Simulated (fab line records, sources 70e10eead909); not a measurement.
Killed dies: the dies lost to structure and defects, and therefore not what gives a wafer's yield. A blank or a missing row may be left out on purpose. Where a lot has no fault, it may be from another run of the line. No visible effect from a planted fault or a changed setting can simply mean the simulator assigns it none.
fab line records | flow nand_harc | part 1 of 2: steps 1 to 27 of 32
record lots=5 | wafers=15 | last_day=24
route steps=1159 shown A_SGD_CUT@765 A_SLIT@779
lots untouched by any fault: they come from a run of this same line in which no faults occurred
start_h: the number of hours between the record's first day and the start of the first shown wafer of the lot | wait_h: hours since the lot's step before | " identical to the entry in the row above | L1.1+2: one row covering several wafers at once | - value missing, or start not given | * or withheld: withheld | < > ~ a bound
route shown NAME@n: a module of which the file shows steps, and the number in the route of the first | usual: mean/standard deviation of fault-free wafers | same: alike in all rows | chamber/n: place in a boat | sites: readings site by site | _std_site: standard deviation of those values | _edge_site: inner sites' mean taken away from outer sites' mean | radius_mm: how far each site lies from the wafer's centre | mask NAME#n: copy n | behind: the most recent tool/chamber to have shaped the wafer | hold: why the lot was held/for how many hours/how that ended | device: names the non-switching transistor (n, p or np) | end of line: the route-end tests of the same wafers | a step without rows: its recipe alone | killed: the dies lost at the first sort to structure and to defects; this is not the yield of the wafer | map: per-die view of a wafer (x killed, . not killed, _ where there is no die)
set.NAME: the setting the step ran with; set.NAME@STEP: the setting that earlier step ran with | model.NAME: the simulator's own value behind a step, which no gauge read
lots at selected steps of the route; one table per step, one row per wafer
services: the hour from which a tool's chamber was out of use, counted from the record's first day as start_h (under 0 if before that day), plus the number of hours and why
## steps
# step NHARC_A_SGD_CUT_ETCH_16
# recipe target_depth_a=3105 | time_s=155.2 | c4f8_flow_sccm=withheld | o2_flow_sccm=8 | ar_flow_sccm=withheld | rf_w=600 | bias_w=800 | chemistry=C4F8/O2/Ar
# usual chamber_pressure_mTorr=24.999/0.021 | oes_product_au=0.975/0.013 | rf_vpp_V=724/5.3
lot.wafer | tool        | chamber | start_h | wait_h | chamber_pressure_mTorr | oes_product_au | rf_hours_counter_h | rf_vpp_V
L084.4    | rie_diel-12 | 3       | -       | -      | 24.997                 | 0.988          | 16                 | 730
L084.3    | "           | 2       | "       | "      | 25.025                 | 0.974          | 15                 | 724
L084.5    | "           | 0       | "       | "      | 24.958                 | 0.978          | -                  | 721
L085.4    | rie_diel-13 | 3       | -       | -      | 25.000                 | 0.970          | 6                  | 730
L085.2    | "           | 0       | "       | "      | 24.988                 | 0.986          | 4                  | 718
L085.5    | "           | 2       | "       | "      | 25.013                 | 0.960          | -                  | 730
L086.3    | rie_diel-13 | 3       | -       | -      | 25.012                 | 0.969          | 7                  | 731
L086.2    | "           | 2       | "       | "      | 25.011                 | 0.957          | 8                  | 730
L086.5    | "           | 0       | "       | "      | 25.006                 | 0.967          | -                  | 716
L094.2    | rie_diel-13 | 1       | -       | -      | 25.013                 | 0.972          | 10                 | 719
L094.4    | "           | 3       | "       | "      | 24.986                 | 0.953          | 11                 | 730
L094.6    | "           | 2       | "       | "      | 24.980                 | 0.952          | -                  | 729
L096.2    | rie_diel-08 | 0       | -       | -      | 25.036                 | 0.963          | 14                 | 722
L096.3    | "           | 2       | "       | "      | 24.994                 | 0.974          | 14                 | 728
L096.4    | "           | 3       | "       | "      | 24.998                 | 0.988          | -                  | 720
# step NHARC_A_SGD_CUT_STRIP_60
# recipe c4f8_flow_sccm=withheld | o2_flow_sccm=8 | ar_flow_sccm=withheld | bias_w=0 | chemistry=C4F8/O2/Ar
lot.wafer  | tool        | chamber | start_h | wait_h
L084.3+4+5 | rie_diel-12 | 0,2,3   | -       | -
L085.4+2+5 | rie_diel-13 | 3,0,3   | -       | -
L086.2+3+5 | rie_diel-13 | 3,0,3   | -       | -
L094.2+4+6 | rie_diel-13 | 3,0,0   | -       | -
L096.3+2+4 | rie_diel-08 | 3,0,0   | -       | -
# step NHARC_A_SGD_CUT_STRIP_17
# recipe o2_flow_sccm=500 | ar_flow_sccm=0 | bias_w=0 | chemistry=O2
# usual chamber_pressure_mTorr=60.00/0.063 | drypump_motor_current_A=5.7/0.35 | oes_product_au=1.002/0.011 | rf_vpp_V=57.9/0.97 | showerhead_plenum_p_Torr=3.56/0.18 | throttle_valve_pct=17.034/0.0087
lot.wafer | tool        | chamber | start_h | wait_h | chamber_pressure_mTorr | drypump_motor_current_A | oes_product_au | rf_hours_counter_h | rf_vpp_V | showerhead_plenum_p_Torr | throttle_valve_pct
L084.4    | rie_diel-12 | 0       | -       | -      | 60.03                  | 6.3                     | 1.012          | 17                 | 58.1     | 3.42                     | 17.029
L084.3    | "           | 3       | "       | "      | 60.03                  | 5.8                     | 0.996          | 16                 | 57.3     | 3.75                     | 17.040
L084.5    | "           | 0       | "       | "      | 59.99                  | 6.2                     | 1.012          | -                  | 58.6     | 3.42                     | 17.039
L085.2    | rie_diel-13 | 3       | -       | -      | 59.87                  | 5.9                     | 0.998          | 6                  | 58.8     | 3.77                     | 17.033
L085.4    | "           | 0       | "       | "      | 60.05                  | 5.6                     | 0.991          | 4                  | 57.2     | 3.31                     | 17.027
L085.5    | "           | 1       | "       | "      | 60.03                  | 5.5                     | 1.010          | -                  | 57.3     | 3.39                     | 17.023
L086.3    | rie_diel-13 | 3       | -       | -      | 59.99                  | 5.8                     | 1.010          | 7                  | 59.5     | 3.77                     | 17.024
L086.2    | "           | 1       | "       | "      | 59.98                  | 5.5                     | 1.010          | 7                  | 56.4     | 3.39                     | 17.043
L086.5    | "           | 3       | "       | "      | 60.01                  | 5.8                     | 1.016          | -                  | 58.3     | 3.77                     | 17.035
L094.2    | rie_diel-13 | 2       | -       | -      | 59.99                  | 6.0                     | 0.999          | 11                 | 59.8     | 3.75                     | 17.029
L094.4    | "           | 1       | "       | "      | 60.05                  | 5.5                     | 1.012          | 10                 | 56.7     | 3.38                     | 17.049
L094.6    | "           | 2       | "       | "      | 59.95                  | 6.0                     | 0.990          | -                  | 58.7     | 3.75                     | 17.021
L096.3    | rie_diel-08 | 0       | -       | -      | 60.11                  | 5.8                     | 0.984          | 14                 | 57.5     | 3.50                     | 17.022
L096.2    | "           | 2       | "       | "      | 59.96                  | 6.0                     | 1.005          | 14                 | 56.8     | 3.70                     | 17.039
L096.4    | "           | 2       | "       | "      | 60.09                  | 6.0                     | 0.998          | -                  | 57.7     | 3.70                     | 17.032
# step NHARC_A_SGD_CUT_PRECLEAN_18
# recipe time_s=* | temp_c=50 | bath_age_min=0 | chemistry=SC1
# usual bath_guard_temp_C=50.0/0.46 | temp_c=50.02/0.11
lot.wafer | tool         | chamber | start_h | wait_h | bath_guard_temp_C | temp_c
L084.3    | wet_bench-02 | 4       | 370.06  | -      | 49.6              | 49.83
L084.5    | "            | 5       | "       | "      | 50.0              | 50.05
L084.4    | "            | 6       | "       | "      | 50.3              | 50.01
L085.4    | wet_bench-03 | 7       | 370.13  | -      | 50.6              | 50.21
L085.2    | "            | 3       | "       | "      | 49.0              | 50.22
L085.5    | "            | 4       | "       | "      | 49.3              | 50.02
L086.3    | wet_bench-03 | 6       | 391.05  | -      | 49.8              | 50.09
L086.5    | "            | 7       | "       | "      | 50.5              | 50.08
L086.2    | "            | 0       | "       | "      | 50.1              | 50.15
L094.2    | wet_bench-07 | 3       | 436.17  | -      | 49.5              | 50.02
L094.6    | "            | 5       | "       | "      | 50.2              | 50.05
L094.4    | "            | 7       | "       | "      | 50.1              | 49.96
L096.4    | wet_bench-02 | 2       | 440.95  | -      | 50.3              | 50.05
L096.3    | "            | 3       | "       | "      | 49.3              | 50.06
L096.2    | "            | 4       | "       | "      | 49.4              | 50.09
# step NHARC_A_SGD_CUT_SRD_19
lot.wafer  | tool         | chamber | start_h | wait_h
L084.3+5+4 | wet_bench-02 | 4,5,6   | -       | -
L085.4+2+5 | wet_bench-03 | 7,3,4   | -       | -
L086.3+5+2 | wet_bench-03 | 6,7,0   | -       | -
L094.2+6+4 | wet_bench-07 | 3,5,7   | -       | -
L096.4+3+2 | wet_bench-02 | 2,3,4   | -       | -
# step NHARC_A_SGD_CUT_DEP_20
# recipe target_thk_a=1500 | temp_c=65 | material=SiO2
lot.wafer  | tool    | chamber | start_h | wait_h
L084.4+3+5 | fcvd-02 | 1,0,0   | 370.25  | -
L085.2+4+5 | fcvd-01 | 0,0,1   | 370.33  | -
L086.2+3+5 | fcvd-01 | 0,1,0   | 391.24  | -
L094.2+4+6 | fcvd-02 | 0,0,1   | 436.31  | -
L096.2+3+4 | fcvd-02 | 1,1,0   | 441.09  | -
# step NHARC_A_SGD_CUT_ANNEAL_27
# recipe temp_c=450 | time_s=1800
lot.wafer  | tool       | chamber | start_h | wait_h
L084.3+4+5 | furnace-07 | 0       | 373.30  | 3.0
L085.2+4+5 | furnace-07 | 0       | 373.30  | 2.9
L086.2+3+5 | furnace-01 | 0       | 394.84  | 3.6
L094.2+4+6 | furnace-07 | 0       | 440.13  | 3.8
L096.2+3+4 | furnace-03 | 0       | 443.31  | 2.2
# step NHARC_A_SGD_CUT_CMP_21
# recipe target_thk_nm=148.19
# usual motor_current_A=11.8/1.2 | time_to_endpoint_s=50.7/2.8
lot.wafer | tool   | chamber | start_h | wait_h | motor_current_A | time_to_endpoint_s
L084.4    | cmp-04 | 2       | 374.75  | 0.4    | 12.8            | 48.5
L084.3    | "      | 3       | "       | "      | 13.7            | 49.6
L084.5    | "      | 3       | "       | "      | 13.4            | 49.8
L085.4    | cmp-01 | 0       | 374.80  | 0.4    | 12.2            | 50.2
L085.2    | "      | 1       | "       | "      | 10.9            | 52.4
L085.5    | "      | 3       | "       | "      | 10.7            | 50.1
L086.2    | cmp-04 | 0       | 396.31  | 0.4    | 10.4            | 51.4
L086.3    | "      | 2       | "       | "      | 13.4            | 51.9
L086.5    | "      | 3       | "       | "      | 13.6            | 48.9
L094.4    | cmp-02 | 2       | 441.57  | 0.4    | 13.0            | 56.2
L094.2    | "      | 0       | "       | "      | 10.4            | 54.1
L094.6    | "      | 3       | "       | "      | 11.9            | 47.4
L096.2    | cmp-04 | 3       | 444.76  | 0.4    | 13.7            | 46.2
L096.3    | "      | 0       | "       | "      | 9.8             | 47.6
L096.4    | "      | 2       | "       | "      | 13.0            | 47.0
# step NHARC_A_SGD_CUT_THK_MEAS_22
# recipe thk_meas_gauge=ellipsometry
# usual thk_nm=148.6/1.4
lot.wafer | tool          | chamber | start_h | wait_h | thk_nm
L085.2    | film_metro-01 | -       | 375.00  | 0.2    | 148.5
L085.4    | "             | -       | "       | "      | 149.3
L085.5    | "             | -       | "       | "      | 150.3
L084.3    | film_metro-01 | -       | 375.01  | 0.2    | 148.9
L084.4    | "             | -       | "       | "      | 148.0
L084.5    | "             | -       | "       | "      | 144.0
L086.2    | film_metro-02 | -       | 396.54  | 0.2    | 148.8
L086.3    | "             | -       | "       | "      | 148.3
L086.5    | "             | -       | "       | "      | 148.8
L094.2    | film_metro-02 | -       | 441.82  | 0.2    | 147.9
L094.4    | "             | -       | "       | "      | 150.1
L094.6    | "             | -       | "       | "      | 149.7
L096.2    | film_metro-01 | -       | 445.01  | 0.2    | 147.4
L096.3    | "             | -       | "       | "      | 148.7
L096.4    | "             | -       | "       | "      | 150.4
# step NHARC_A_SGD_CUT_SRD_23
lot.wafer  | tool         | chamber | start_h | wait_h
L085.4+2+5 | wet_bench-07 | 4,6,0   | 375.05  | 0.0
L084.4+5+3 | wet_bench-02 | 1,5,6   | 375.05  | 0.0
L086.2+3+5 | wet_bench-03 | 0,2,3   | 396.59  | 0.0
L094.4+6+2 | wet_bench-03 | 6,0,1   | 441.87  | 0.0
L096.4+3+2 | wet_bench-03 | 1,2,3   | 445.05  | 0.0
# step NHARC_A_SGD_CUT_ETCH_26
# recipe target_depth_a=458 | chemistry=dHF | material=SiO2
lot.wafer  | tool         | chamber | start_h | wait_h
L084.4+5+3 | wet_bench-02 | 1,5,6   | 375.07  | 0.0
L085.4+2+5 | wet_bench-07 | 4,6,0   | 375.07  | 0.0
L086.2+3+5 | wet_bench-03 | 0,2,3   | 396.62  | 0.0
L094.4+6+2 | wet_bench-03 | 6,0,1   | 441.89  | 0.0
L096.4+3+2 | wet_bench-03 | 1,2,3   | 445.08  | 0.0
# step NHARC_A_SGD_CUT_ETCHBACK_24
# recipe target_depth_a=500 | over_etch_frac=0.3 | time_s=92.857 | ion_energy_ev=120 | ch3f_flow_sccm=50 | o2_flow_sccm=30 | ar_flow_sccm=200 | rf_w=500 | bias_w=100 | chemistry=CH3F/O2
# usual chamber_pressure_mTorr=25.003/0.022 | drypump_motor_current_A=5.7/0.37 | oes_product_au=0.97/0.036 | rf_vpp_V=244.3/1.7 | showerhead_plenum_p_Torr=2.46/0.12 | throttle_valve_pct=20.663/0.0093
# same over_etch_frac=0.3
lot.wafer | tool        | chamber | start_h | wait_h | chamber_pressure_mTorr | drypump_motor_current_A | oes_product_au | rf_hours_counter_h | rf_vpp_V | showerhead_plenum_p_Torr | throttle_valve_pct
L085.4    | rie_diel-13 | 0       | 375.22  | 0.1    | 25.010                 | 5.6                     | 0.92           | 5                  | 243.0    | 2.30                     | 20.670
L085.2    | "           | 2       | "       | "      | 25.044                 | 5.9                     | 0.91           | 7                  | 246.3    | 2.62                     | 20.669
L085.5    | "           | 1       | "       | "      | 25.053                 | 5.5                     | 0.93           | -                  | 241.5    | 2.36                     | 20.691
L084.3    | rie_diel-12 | 1       | 375.24  | 0.1    | 25.006                 | 4.8                     | 0.94           | 16                 | 243.1    | 2.36                     | 20.647
L084.4    | "           | 3       | "       | "      | 24.977                 | 5.7                     | 0.94           | 16                 | 245.9    | 2.62                     | 20.658
L084.5    | "           | 1       | "       | "      | 24.996                 | 4.8                     | 0.93           | -                  | 242.0    | 2.35                     | 20.672
L086.2    | rie_diel-13 | 1       | 396.76  | 0.1    | 25.006                 | 5.5                     | 0.93           | 7                  | 242.9    | 2.36                     | 20.655
L086.3    | "           | 0       | "       | "      | 24.993                 | 5.7                     | 0.93           | 6                  | 242.8    | 2.30                     | 20.650
L086.5    | "           | 2       | "       | "      | 24.990                 | 6.0                     | 0.91           | -                  | 245.9    | 2.62                     | 20.680
L094.2    | rie_diel-12 | 3       | 442.07  | 0.2    | 24.965                 | 5.7                     | 0.98           | 6                  | 246.5    | 2.61                     | 20.672
L094.4    | "           | 0       | "       | "      | 24.987                 | 6.2                     | 1.00           | 7                  | 242.6    | 2.37                     | 20.674
L094.6    | "           | 2       | "       | "      | 24.977                 | 5.8                     | 0.99           | -                  | 244.9    | 2.48                     | 20.673
L096.2    | rie_diel-08 | 0       | 445.23  | 0.1    | 25.021                 | 5.9                     | 0.92           | 14                 | 244.5    | 2.44                     | 20.668
L096.3    | "           | 2       | "       | "      | 25.019                 | 6.0                     | 0.92           | 15                 | 245.8    | 2.58                     | 20.651
L096.4    | "           | 2       | "       | "      | 25.015                 | 5.9                     | 0.92           | -                  | 247.0    | 2.58                     | 20.661
# step NHARC_A_SGD_CUT_STRIP_28
# recipe time_s=20 | o2_flow_sccm=500 | ar_flow_sccm=0 | bias_w=0 | chemistry=O2
# usual chamber_pressure_mTorr=59.99/0.054 | drypump_motor_current_A=5.7/0.37 | oes_product_au=1.001/0.0091 | rf_vpp_V=57.7/0.83 | showerhead_plenum_p_Torr=3.53/0.17 | throttle_valve_pct=17.036/0.009
lot.wafer | tool        | chamber | start_h | wait_h | chamber_pressure_mTorr | drypump_motor_current_A | oes_product_au | rf_hours_counter_h | rf_vpp_V | showerhead_plenum_p_Torr | throttle_valve_pct
L084.4    | rie_diel-12 | 2       | -       | -      | 59.88                  | 5.7                     | 0.990          | 16                 | 57.3     | 3.56                     | 17.044
L084.3    | "           | 3       | "       | "      | 59.97                  | 5.7                     | 1.006          | 16                 | 56.8     | 3.75                     | 17.026
L084.5    | "           | 0       | "       | "      | 60.00                  | 6.3                     | 1.012          | -                  | 57.2     | 3.42                     | 17.050
L085.2    | rie_diel-13 | 1       | -       | -      | 60.06                  | 5.5                     | 1.015          | 6                  | 57.5     | 3.39                     | 17.052
L085.4    | "           | 3       | "       | "      | 59.97                  | 5.8                     | 1.007          | 7                  | 57.0     | 3.77                     | 17.033
L085.5    | "           | 0       | "       | "      | 60.08                  | 5.6                     | 1.009          | -                  | 56.7     | 3.31                     | 17.040
L086.2    | rie_diel-13 | 3       | -       | -      | 60.03                  | 5.8                     | 0.993          | 8                  | 57.6     | 3.77                     | 17.039
L086.3    | "           | 1       | "       | "      | 59.98                  | 5.5                     | 1.008          | 7                  | 58.5     | 3.39                     | 17.030
L086.5    | "           | 0       | "       | "      | 59.99                  | 5.6                     | 1.000          | -                  | 56.9     | 3.31                     | 17.028
L094.4    | rie_diel-12 | 3       | -       | -      | 60.03                  | 5.7                     | 0.991          | 6                  | 58.0     | 3.74                     | 17.047
L094.2    | "           | 1       | "       | "      | 60.01                  | 4.8                     | 1.007          | 8                  | 56.5     | 3.38                     | 17.023
L094.6    | "           | 3       | "       | "      | 59.98                  | 5.8                     | 0.996          | -                  | 59.1     | 3.74                     | 17.033
L096.3    | rie_diel-08 | 3       | 445.48  | 0.2    | 60.06                  | 5.6                     | 1.012          | 14                 | 57.1     | 3.39                     | 17.021
L096.2    | "           | 0       | "       | "      | 59.93                  | 6.0                     | 0.995          | 14                 | 57.6     | 3.50                     | 17.043
L096.4    | "           | 2       | "       | "      | 60.04                  | 6.0                     | 0.997          | -                  | 58.9     | 3.70                     | 17.036
# step NHARC_A_SGD_CUT_INSPECT_25
# usual raw_defect_count=317/79
lot.wafer | tool              | chamber | start_h | wait_h | raw_defect_count
L084.3    | defect_inspect-02 | -       | 375.47  | -      | 260
L084.4    | "                 | -       | "       | "      | 233
L084.5    | "                 | -       | "       | "      | 204
L085.2    | defect_inspect-01 | -       | 375.50  | -      | 289
L085.4    | "                 | -       | "       | "      | 291
L085.5    | "                 | -       | "       | "      | 247
L086.2    | defect_inspect-01 | -       | 397.01  | -      | 314
L086.3    | "                 | -       | "       | "      | 261
L086.5    | "                 | -       | "       | "      | 187
L094.2    | defect_inspect-02 | -       | 442.29  | -      | 267
L094.4    | "                 | -       | "       | "      | 341
L094.6    | "                 | -       | "       | "      | 222
L096.2    | defect_inspect-02 | -       | 445.59  | -      | 318
L096.3    | "                 | -       | "       | "      | 326
L096.4    | "                 | -       | "       | "      | 286
# step NHARC_A_SLIT_DEP_25
# recipe target_thk_a=2000 | temp_c=400 | pressure_torr=6.5 | rf_w=900 | teos_flow_sccm=161.4 | flow_sccm=2650 | target_thk_nm=200 | gas=O2 | material=SiO2
# usual heater_power_w=566/62 | mfc_precursor_sccm=161.4/0.49 | throttle_valve_pct=15.9/0.61
lot.wafer | tool     | chamber | start_h | wait_h | heater_power_w | mfc_precursor_sccm | throttle_valve_pct
L084.3    | pecvd-03 | 1       | 375.79  | 0.3    | 487            | 160.6              | 16.3
L084.5    | "        | 2       | "       | "      | 526            | 161.3              | 16.0
L084.4    | "        | 1       | "       | "      | 507            | 160.9              | 16.3
L085.2    | pecvd-01 | 2       | 375.80  | 0.3    | 582            | 161.7              | 15.2
L085.4    | "        | 2       | "       | "      | 589            | 161.8              | 15.3
L085.5    | "        | 0       | "       | "      | 471            | 161.6              | 17.3
L086.2    | pecvd-02 | 2       | 397.07  | 0.1    | 666            | 161.2              | 15.6
L086.3    | "        | 0       | "       | "      | 583            | 162.4              | 15.5
L086.5    | "        | 1       | "       | "      | 564            | 160.9              | 15.4
L094.2    | pecvd-02 | 1       | 442.43  | 0.1    | 536            | 160.7              | 15.5
L094.6    | "        | 2       | "       | "      | 604            | 160.9              | 15.5
L094.4    | "        | 0       | "       | "      | 610            | 160.8              | 15.6
L096.2    | pecvd-01 | 1       | 445.65  | 0.1    | 449            | 161.5              | 15.4
L096.3    | "        | 2       | "       | "      | 553            | 162.0              | 16.1
L096.4    | "        | 1       | "       | "      | 458            | 161.1              | 15.3
# step NHARC_A_SLIT_DEP_00
# recipe target_thk_a=32000 | temp_c=400 | material=aC
# usual throttle_valve_pct=35.000/0.0099
lot.wafer | tool       | chamber | start_h | wait_h | throttle_valve_pct
L085.2    | acl_dep-01 | 0       | 378.11  | -      | 34.998
L085.4    | "          | 0       | "       | "      | 34.992
L085.5    | "          | 0       | "       | "      | 34.995
L084.3    | acl_dep-02 | 0       | 378.23  | -      | 35.005
L084.4    | "          | 0       | "       | "      | 34.993
L084.5    | "          | 0       | "       | "      | 35.005
L086.2    | acl_dep-02 | 0       | 397.74  | -      | 34.996
L086.3    | "          | 0       | "       | "      | 35.004
L086.5    | "          | 0       | "       | "      | 34.984
L094.2    | acl_dep-01 | 0       | 443.84  | -      | 34.990
L094.4    | "          | 0       | "       | "      | 34.987
L094.6    | "          | 0       | "       | "      | 35.011
L096.2    | acl_dep-03 | 0       | 446.81  | -      | 35.017
L096.3    | "          | 0       | "       | "      | 35.002
L096.4    | "          | 0       | "       | "      | 34.983
# step NHARC_A_SLIT_DEP_23
# recipe target_thk_a=1000 | target_thk_nm=100 | temp_c=400 | pressure_torr=3.5 | flow_sccm=200 | rf_w=350 | material=SiON
# usual heater_power_w=769/72
lot.wafer | tool     | chamber | start_h | wait_h | heater_power_w
L084.3    | pecvd-03 | 0       | 379.63  | 1.1    | 803
L084.5    | "        | 1       | "       | "      | 695
L084.4    | "        | 0       | "       | "      | 834
L085.2    | pecvd-01 | 0       | 379.80  | 1.4    | 632
L085.4    | "        | 1       | "       | "      | 747
L085.5    | "        | 2       | "       | "      | 707
L086.3    | pecvd-02 | 1       | 399.42  | 1.0    | 727
L086.2    | "        | 2       | "       | "      | 863
L086.5    | "        | 1       | "       | "      | 748
L094.2    | pecvd-03 | 2       | 445.47  | 1.3    | 706
L094.6    | "        | 0       | "       | "      | 791
L094.4    | "        | 1       | "       | "      | 718
L096.3    | pecvd-02 | 1       | 448.51  | 1.0    | 715
L096.2    | "        | 0       | "       | "      | 880
L096.4    | "        | 1       | "       | "      | 712
# step NHARC_A_SLIT_DEHYDRATE_01
# recipe temp_c=150 | time_s=120
# usual plate_temp_C=149.99/0.14
lot.wafer | tool           | chamber | start_h | wait_h | plate_temp_C
L084.3    | litho_track-06 | 0       | 379.84  | 0.2    | 149.90
L084.4    | "              | 0       | "       | "      | 150.03
L084.5    | "              | 0       | "       | "      | 149.87
L085.2    | litho_track-04 | 0       | 380.07  | 0.2    | 150.05
L085.4    | "              | 0       | "       | "      | 149.86
L085.5    | "              | 0       | "       | "      | 149.99
L086.2    | litho_track-06 | 0       | 399.67  | 0.2    | 150.04
L086.3    | "              | 0       | "       | "      | 149.99
L086.5    | "              | 0       | "       | "      | 150.15
L094.2    | litho_track-06 | 0       | 445.74  | 0.2    | 149.94
L094.4    | "              | 0       | "       | "      | 149.85
L094.6    | "              | 0       | "       | "      | 149.94
L096.2    | litho_track-06 | 0       | 448.78  | 0.2    | 150.01
L096.3    | "              | 0       | "       | "      | 150.04
L096.4    | "              | 0       | "       | "      | 149.93
# step NHARC_A_SLIT_HMDS_02
# recipe time_s=30
lot.wafer  | tool           | chamber | start_h | wait_h
L084.3+4+5 | litho_track-06 | 0       | -       | -
L085.2+4+5 | litho_track-04 | 0       | -       | -
L086.2+3+5 | litho_track-06 | 0       | -       | -
L094.2+4+6 | litho_track-06 | 0       | -       | -
L096.2+3+4 | litho_track-06 | 0       | -       | -
# step NHARC_A_SLIT_COAT_03
# recipe spin_rpm=1500 | resist_thk_nm=90
lot.wafer  | tool           | chamber | start_h | wait_h
L084.3+4+5 | litho_track-06 | 0       | -       | -
L085.2+4+5 | litho_track-04 | 0       | -       | -
L086.2+3+5 | litho_track-06 | 0       | -       | -
L094.2+4+6 | litho_track-06 | 0       | -       | -
L096.2+3+4 | litho_track-06 | 0       | -       | -
# step NHARC_A_SLIT_SOFTBAKE_04
# recipe temp_c=105 | time_s=55
# usual plate_temp_C=105.04/0.12
lot.wafer | tool           | chamber | start_h | wait_h | plate_temp_C
L084.3    | litho_track-06 | 0       | -       | -      | 105.03
L084.4    | "              | 0       | "       | "      | 105.02
L084.5    | "              | 0       | "       | "      | 105.12
L085.2    | litho_track-04 | 0       | -       | -      | 105.01
L085.4    | "              | 0       | "       | "      | 105.17
L085.5    | "              | 0       | "       | "      | 105.18
L086.2    | litho_track-06 | 0       | -       | -      | 105.21
L086.3    | "              | 0       | "       | "      | 105.10
L086.5    | "              | 0       | "       | "      | 105.25
L094.2    | litho_track-06 | 0       | -       | -      | 105.18
L094.4    | "              | 0       | "       | "      | 104.62
L094.6    | "              | 0       | "       | "      | 105.07
L096.2    | litho_track-06 | 0       | -       | -      | 105.28
L096.3    | "              | 0       | "       | "      | 105.08
L096.4    | "              | 0       | "       | "      | 105.20
# step NHARC_A_SLIT_EBR_05
lot.wafer  | tool           | chamber | start_h | wait_h
L084.3+4+5 | litho_track-06 | 0       | -       | -
L085.2+4+5 | litho_track-04 | 0       | -       | -
L086.2+3+5 | litho_track-06 | 0       | -       | -
L094.2+4+6 | litho_track-06 | 0       | -       | -
L096.2+3+4 | litho_track-06 | 0       | -       | -
# step NHARC_A_SLIT_EXPOSE_06
# recipe na=1.35 | dose_mj=60.82 | mask_id=SLIT
lot.wafer  | tool            | chamber | start_h | wait_h | mask
L084.3+4+5 | arfi_scanner-03 | 0       | 380.00  | -      | SLIT#0
L085.2+4+5 | arfi_scanner-01 | 0       | 380.34  | -      | SLIT#0
L086.2+3+5 | arfi_scanner-02 | 0       | 399.94  | -      | SLIT#0
L094.2+4+6 | arfi_scanner-02 | 0       | 446.02  | -      | SLIT#0
L096.2+3+4 | arfi_scanner-02 | 0       | 449.05  | -      | SLIT#0
# step NHARC_A_SLIT_PEB_07
# recipe peb_temp_c=100 | peb_time_s=65
# usual plate_temp_C=100.00/0.14
lot.wafer | tool           | chamber | start_h | wait_h | plate_temp_C
L084.3    | litho_track-01 | 0       | 380.05  | 0.0    | 100.03
L084.4    | "              | 0       | "       | "      | 99.93
L084.5    | "              | 0       | "       | "      | 99.87
L085.2    | litho_track-01 | 0       | 380.41  | 0.1    | 99.83
L085.4    | "              | 0       | "       | "      | 99.70
L085.5    | "              | 0       | "       | "      | 99.72
L086.2    | litho_track-01 | 0       | 400.00  | 0.1    | 99.97
L086.3    | "              | 0       | "       | "      | 100.17
L086.5    | "              | 0       | "       | "      | 99.96
L094.2    | litho_track-04 | 0       | 446.07  | 0.1    | 99.95
L094.4    | "              | 0       | "       | "      | 100.08
L094.6    | "              | 0       | "       | "      | 99.82
L096.2    | litho_track-04 | 0       | 449.12  | 0.1    | 100.00
L096.3    | "              | 0       | "       | "      | 99.75
L096.4    | "              | 0       | "       | "      | 100.18
# step NHARC_A_SLIT_DEVELOP_08
# recipe develop_time_s=35 | dev_temp_c=23
lot.wafer  | tool           | chamber | start_h | wait_h
L084.3+4+5 | litho_track-01 | 0       | -       | -
L085.2+4+5 | litho_track-01 | 0       | -       | -
L086.2+3+5 | litho_track-01 | 0       | -       | -
L094.2+4+6 | litho_track-04 | 0       | -       | -
L096.2+3+4 | litho_track-04 | 0       | -       | -
# step NHARC_A_SLIT_CD_MEAS_09
# recipe target_cd_nm=300 | landing_energy_ev=500
# usual cd_nm=300.0/0.54
# same landing_energy_ev=500
lot.wafer | tool      | chamber | start_h | wait_h | cd_nm
L084.3    | cd_sem-01 | 0       | 380.13  | -      | 299.6
L084.4    | "         | 0       | "       | "      | 301.3
L084.5    | "         | 0       | "       | "      | 300.3
L085.2    | cd_sem-02 | 0       | 380.49  | -      | 300.2
L085.4    | "         | 0       | "       | "      | 299.6
L085.5    | "         | 0       | "       | "      | 298.9
L086.2    | cd_sem-01 | 0       | 400.08  | -      | 300.5
L086.3    | "         | 0       | "       | "      | 300.3
L086.5    | "         | 0       | "       | "      | 300.4
L094.2    | cd_sem-03 | 0       | 446.15  | -      | 299.6
L094.4    | "         | 0       | "       | "      | 300.0
L094.6    | "         | 0       | "       | "      | 299.8
L096.2    | cd_sem-02 | 0       | 449.20  | -      | 299.9
L096.3    | "         | 0       | "       | "      | 300.9
L096.4    | "         | 0       | "       | "      | 299.7
# step NHARC_A_SLIT_OVL_MEAS_10
# usual overlay_x_nm=-0.3/1.2 | overlay_y_nm=0.0/0.89
lot.wafer | tool       | chamber | start_h | wait_h | overlay_x_nm | overlay_y_nm
L084.3    | overlay-01 | -       | 380.21  | -      | -1.7         | 0.7
L084.4    | "          | -       | "       | "      | -1.7         | 0.5
L084.5    | "          | -       | "       | "      | -1.5         | 0.8
L085.2    | overlay-01 | -       | 380.57  | -      | -0.3         | -0.3
L085.4    | "          | -       | "       | "      | -0.3         | -0.6
L085.5    | "          | -       | "       | "      | -0.6         | -0.6
L086.2    | overlay-02 | -       | 400.16  | -      | 0.8          | 0.0
L086.3    | "          | -       | "       | "      | 0.5          | 0.0
L086.5    | "          | -       | "       | "      | 0.4          | 0.4
L094.2    | overlay-01 | -       | 446.25  | -      | -0.1         | 1.9
L094.4    | "          | -       | "       | "      | 0.2          | 1.8
L094.6    | "          | -       | "       | "      | 0.6          | 2.0
L096.2    | overlay-01 | -       | 449.29  | -      | -1.2         | 1.2
L096.3    | "          | -       | "       | "      | -1.4         | 1.1
L096.4    | "          | -       | "       | "      | -0.6         | 1.5
